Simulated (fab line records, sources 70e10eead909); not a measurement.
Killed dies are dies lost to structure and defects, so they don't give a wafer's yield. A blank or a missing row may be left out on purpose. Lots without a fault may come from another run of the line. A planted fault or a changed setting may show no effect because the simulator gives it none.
Which tool did it? | flow nand_harc | 12 lots, 36 wafers sampled, at 5 steps of a route of 1302

WHAT THE GAUGES READ, wafer by wafer
NHARC_A_ONON_D2_THK_MEAS_27: measures by ellipsometry.
lot  | measured     | on            | thk_nm (nm)
L665 | day 13 10:24 | film_metro-01 | 1004 1002 1001
L664 | day 13 10:25 | film_metro-01 | 992 991 991
L663 | day 13 10:27 | film_metro-02 | 1001 1001 1000
L666 | day 14 07:53 | film_metro-01 | 1000 1001 1000
L667 | day 14 07:53 | film_metro-01 | 996 994 997
L669 | day 15 03:29 | film_metro-02 | 1001 1002 1003
L668 | day 15 03:29 | film_metro-02 | 980 980 981
L670 | day 16 06:08 | film_metro-02 | 1007 1009 1010
L674 | day 17 05:09 | film_metro-01 | 1002 1003 1004
L675 | day 17 23:37 | film_metro-01 | 992 993 992
L679 | day 19 10:10 | film_metro-01 | 983 982 983
L682 | day 20 11:04 | film_metro-02 | 989 988 989

NHARC_A_CHANNEL_HOLE_D2_INSPECT_12.
lot  | measured     | on                | raw_defect_count
L665 | day 13 14:20 | defect_inspect-01 | 59 56 60
L664 | day 13 14:29 | defect_inspect-02 | 54 56 54
L663 | day 13 14:38 | defect_inspect-01 | 4 3 1
L666 | day 14 15:38 | defect_inspect-02 | 3 4 7
L667 | day 14 16:59 | defect_inspect-02 | 56 44 62
L669 | day 15 07:17 | defect_inspect-02 | 6 13 12
L668 | day 15 07:43 | defect_inspect-02 | 62 55 51
L670 | day 16 10:06 | defect_inspect-02 | 11 9 12
L674 | day 17 12:12 | defect_inspect-01 | 60 61 57
L675 | day 18 04:16 | defect_inspect-02 | 17 13 13
L679 | day 19 16:01 | defect_inspect-02 | 11 13 16
L682 | day 20 15:16 | defect_inspect-02 | 21 18 14

NHARC_END_SORT_01.
lot  | measured     | on        | killed_at_array | killed_at_other | killed_at_periphery | killed_dies | killed_open | killed_short
L667 | day 26 00:51 | prober-01 | 82 57 66        | 1 2 4           | 1 2 1               | 84 61 71    | 5 2 1       | 1 3 2
L675 | day 29 19:15 | prober-01 | 50 44 35        | 0 0 0           | 2 3 3               | 52 47 38    | 2 2 2       | 1 1 1

WHICH TOOL RAN EACH LOT (tool, then ch and the chambers of the sampled wafers, then the start)
lot  | NHARC_A_CHANNEL_HOLE_D2_DEP_01  | NHARC_A_CHANNEL_HOLE_D2_ETCH_38
L665 | pecvd-04 ch 0,1,2, day 13 13:29 | rie_diel-10 ch 0,1,3, day 13 14:29
L664 | pecvd-02 ch 0,1, day 13 13:32   | rie_diel-08 ch 0,2,3, day 13 14:38
L663 | pecvd-01 ch 0,1, day 13 13:41   | rie_diel-08 ch 1,2,3, day 13 14:53
L666 | pecvd-04 ch 0,1, day 14 14:48   | rie_diel-10 ch 0,2,3, day 14 15:47
L667 | pecvd-04 ch 0,2, day 14 16:10   | rie_diel-06 ch 1,3, day 14 17:08
L669 | pecvd-04 ch 0,1, day 15 06:34   | rie_diel-10 ch 1,3, day 15 07:26
L668 | pecvd-02 ch 0,2, day 15 06:53   | rie_diel-06 ch 1,2,3, day 15 07:52
L670 | pecvd-02 ch 0,1,2, day 16 09:17 | rie_diel-10 ch 1,2, day 16 10:15
L674 | pecvd-04 ch 0,1,2, day 17 11:32 | rie_diel-08 ch 0,3, day 17 12:21
L675 | pecvd-01 ch 0,1,2, day 18 03:34 | rie_diel-10 ch 0,1, day 18 04:25
L679 | pecvd-01 ch 0,1,2, day 19 15:10 | rie_diel-10 ch 0,1,3, day 19 16:11
L682 | pecvd-01 ch 0,1, day 20 14:28   | rie_diel-08 ch 0,1,3, day 20 15:25
- NHARC_A_CHANNEL_HOLE_D2_DEP_01: deposits SiON, target thk 140 nm.
- NHARC_A_CHANNEL_HOLE_D2_ETCH_38: etches the open film in CF4, target depth 39 nm, time 65 s.

WHAT THE TOOLS THEMSELVES READ (means of the sampled wafers that have a number; where no wafer has one, the mark that the record gives instead)
NHARC_A_CHANNEL_HOLE_D2_DEP_01.
lot  | tool     | heater_power_outer_w (W) | heater_power_w (W) | rf_fwd_power_W (W) | susceptor_temp_C (C)
L665 | pecvd-04 | 411                      | 715                | 349.8              | 400.14
L664 | pecvd-02 | 333                      | 621                | 347.5              | 400.10
L663 | pecvd-01 | 402                      | 707                | 347.3              | 399.92
L666 | pecvd-04 | 432                      | 744                | 349.1              | 400.15
L667 | pecvd-04 | 385                      | 680                | 349.7              | 400.04
L669 | pecvd-04 | 399                      | 708                | 348.1              | 400.02
L668 | pecvd-02 | 329                      | 574                | 349.7              | 399.90
L670 | pecvd-02 | 317                      | 593                | 349.0              | 400.04
L674 | pecvd-04 | 424                      | 723                | 348.9              | 400.32
L675 | pecvd-01 | 417                      | 710                | 348.1              | 399.98
L679 | pecvd-01 | 364                      | 640                | 403.8              | 400.14
L682 | pecvd-01 | 352                      | 610                | 403.1              | 399.99

NHARC_A_CHANNEL_HOLE_D2_ETCH_38.
lot  | tool        | cf4_flow_sccm (sccm) | drypump_motor_current_A (A) | oes_product_au (a.u.) | rf_vpp_V (V) | showerhead_plenum_p_Torr (Torr) | throttle_valve_pct (%)
L665 | rie_diel-10 | 150.0                | 5.6                         | 1.002                 | 151.9        | 1.76                            | 13.292
L664 | rie_diel-08 | 149.6                | 5.8                         | 0.992                 | 151.6        | 1.78                            | 13.281
L663 | rie_diel-08 | 150.4                | 5.7                         | 0.998                 | 151.5        | 1.73                            | 13.282
L666 | rie_diel-10 | 150.3                | 5.4                         | 1.009                 | 150.6        | 1.74                            | 13.275
L667 | rie_diel-06 | 149.8                | 6.0                         | 0.996                 | 151.6        | 1.81                            | 13.282
L669 | rie_diel-10 | 150.1                | 5.5                         | 1.006                 | 151.3        | 1.73                            | 13.283
L668 | rie_diel-06 | 150.1                | 5.9                         | 1.004                 | 151.7        | 1.81                            | 13.278
L670 | rie_diel-10 | 150.8                | 5.5                         | 1.011                 | 151.2        | 1.70                            | 13.292
L674 | rie_diel-08 | 150.3                | 6.0                         | 1.007                 | 153.0        | 1.84                            | 13.290
L675 | rie_diel-10 | 150.4                | 6.1                         | 0.992                 | 152.4        | 1.81                            | 13.272
L679 | rie_diel-10 | 150.3                | 5.6                         | 1.003                 | 152.0        | 1.76                            | 13.287
L682 | rie_diel-08 | 150.2                | 5.8                         | 1.008                 | 150.7        | 1.79                            | 13.280

THE ANSWER, worked out from the rows above alone
Rule: what is usual is taken from the lots themselves. Put in order of their means at a reading, lots are off if they are a third of the lots or fewer, leave a main group of 4 or more, and stand apart from it by a gap of 3 or more times the standard deviation of the main group's means; of several such gaps the widest counts. A main group whose means are all the same, to the digits that the tables above print for the reading, isn't used. A lot without any number at a reading at which 4 lots or more have one is off too. The other lots that the step has rows for count as sound. The gauges are gone through in route order, then the tools' own readings, and for those a lot's mean is taken as printed above. The first step at which some lot is off is used, and at that step the reading that is off furthest; a lot without a number counts as furthest.
Off: L679, L682, at NHARC_A_CHANNEL_HOLE_D2_DEP_01 (rf_fwd_power_W). The main group: mean 348.7 W, standard deviation 0.87.
A tool fits if, at that step or a process step before it, it ran every lot that is off, and no sound lot after the first of them. One fits: pecvd-01 at NHARC_A_CHANNEL_HOLE_D2_DEP_01. Its last sound lot is L675 (day 18 03:34), its first lot that is off L679 (day 19 15:10): a fault that began between those two fits.
The tool's own readings at NHARC_A_CHANNEL_HOLE_D2_DEP_01 bear it out: on the lots that are off they differ by more than 5 times the standard deviation of the sound lots' means. rf_fwd_power_W reads 403.5 W there against 348.7 W on the sound lots.

WHAT THE SIMULATOR HAD PUT IN
Process parameter drift: pecvd-01, from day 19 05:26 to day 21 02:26, at NHARC_A_CHANNEL_HOLE_D2_DEP_01. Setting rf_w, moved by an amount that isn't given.
Lots struck among those shown: L679, L682. The rule above found the same.
